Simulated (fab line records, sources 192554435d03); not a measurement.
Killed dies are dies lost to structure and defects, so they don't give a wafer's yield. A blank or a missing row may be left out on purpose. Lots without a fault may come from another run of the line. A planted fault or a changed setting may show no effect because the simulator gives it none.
Which tool did it? | flow n5_finfet | 12 lots, 36 wafers sampled, at 2 steps of a route of 1938

WHAT THE GAUGES READ, wafer by wafer
N5_PASSIVATION_CD_MEAS_44: target cd 40000 nm. Usual: cd_nm 40001 nm, standard deviation 3.7.
lot  | measured     | on        | cd_nm (nm)        | flag
L529 | day 12 20:58 | cd_sem-02 | 40000 40010 40003 |
L531 | day 13 11:44 | cd_sem-01 | 39993 39998 39997 |
L532 | day 13 18:25 | cd_sem-01 | 40005 40007 40002 |
L533 | day 13 15:17 | cd_sem-01 | 39997 39996 39997 |
L534 | day 13 12:26 | cd_sem-01 | 39994 40000 40000 |
L536 | day 14 14:55 | cd_sem-02 | 40002 39997 39995 |
L537 | day 14 15:09 | cd_sem-02 | 40001 39998 40006 |
L541 | day 16 01:19 | cd_sem-02 | 40004 39999 40003 |
L542 | day 16 00:43 | cd_sem-02 | 39998 40003 40002 |
L549 | day 18 00:19 | cd_sem-01 | 40005 40000 39997 |
L550 | day 18 06:48 | cd_sem-02 | 40007 40005 40003 |
L551 | day 18 14:22 | cd_sem-03 | 40000 40000 40005 |

WHICH TOOL RAN EACH LOT (tool, then ch and the chambers of the sampled wafers, then the start)
lot  | N5_BEOL_M1_ETCHBACK_99
L529 | rie_diel-05 ch 0,1,2, day 6 03:47
L531 | rie_diel-02 ch 1,2,3, day 7 10:08
L532 | rie_diel-05 ch 1,2, day 7 10:15
L533 | rie_diel-02 ch 0,1,2, day 7 13:10
L534 | rie_diel-05 ch 0,2,3, day 7 13:12
L536 | rie_diel-02 ch 1,2,3, day 7 23:07
L537 | rie_diel-05 ch 1,2,3, day 8 19:52
L541 | rie_diel-04 ch 0,1,2, day 9 20:14
L542 | rie_diel-05 ch 0,1, day 9 20:19
L549 | rie_diel-02 ch 0,1,3, day 11 14:11
L550 | rie_diel-02 ch 0,1,3, day 11 18:20
L551 | rie_diel-02 ch 0,2,3, day 11 23:08
- N5_BEOL_M1_ETCHBACK_99: etches SiO2 in CHF3, target depth 5 nm, time 10.4 s.

WHAT THE TOOLS THEMSELVES READ (means of the sampled wafers that have a number; where no wafer has one, the mark that the record gives instead)
N5_BEOL_M1_ETCHBACK_99. Usual: drypump_motor_current_A 5.5 A, standard deviation 0.39; oes_product_au 0.81 a.u., standard deviation 0.093; rf_vpp_V 241.4 V, standard deviation 2.6; showerhead_plenum_p_Torr 2.19 Torr, standard deviation 0.056; throttle_valve_pct 17.01 %, standard deviation 0.23.
lot  | tool        | drypump_motor_current_A (A) | oes_product_au (a.u.) | rf_vpp_V (V) | showerhead_plenum_p_Torr (Torr) | throttle_valve_pct (%) | flag
L529 | rie_diel-05 | 5.8                         | 0.81                  | 240.5        | 2.20                            | 17.08                  |
L531 | rie_diel-02 | 5.2                         | 0.72                  | 241.3        | 2.20                            | 17.10                  |
L532 | rie_diel-05 | 5.6                         | 0.81                  | 240.2        | 2.17                            | 17.00                  |
L533 | rie_diel-02 | 5.3                         | 0.70                  | 239.2        | 2.12                            | 17.01                  |
L534 | rie_diel-05 | 5.8                         | 0.86                  | 241.4        | 2.19                            | 17.05                  |
L536 | rie_diel-02 | 5.2                         | 0.71                  | 241.3        | 2.20                            | 17.10                  |
L537 | rie_diel-05 | 5.6                         | 0.85                  | 240.2        | 2.16                            | 16.97                  |
L541 | rie_diel-04 | 5.9                         | 0.85                  | 241.3        | 2.15                            | 16.96                  |
L542 | rie_diel-05 | 6.0                         | 0.74                  | 242.1        | 2.21                            | 17.28                  |
L549 | rie_diel-02 | 5.1                         | 0.85                  | 242.3        | 2.24                            | 16.93                  |
L550 | rie_diel-02 | 5.1                         | 0.84                  | 241.8        | 2.24                            | 16.92                  |
L551 | rie_diel-02 | 5.4                         | 0.78                  | 242.3        | 2.21                            | 16.97                  |

THE ANSWER, worked out from the rows above alone
Rule: a lot is off if the mean of its wafers that have a number lies more than 3 standard deviations from the usual mean. A lot without any number at a reading at which 4 lots or more have one is off too. The other lots that the step has rows for count as sound. The gauges are gone through in route order, then the tools' own readings, and for those a lot's mean is taken as printed above. The first step at which some lot is off is used, and at that step the reading that is off furthest; a lot without a number counts as furthest.
No lot is off at any reading shown: from this, nothing can be told.

WHAT THE SIMULATOR HAD PUT IN
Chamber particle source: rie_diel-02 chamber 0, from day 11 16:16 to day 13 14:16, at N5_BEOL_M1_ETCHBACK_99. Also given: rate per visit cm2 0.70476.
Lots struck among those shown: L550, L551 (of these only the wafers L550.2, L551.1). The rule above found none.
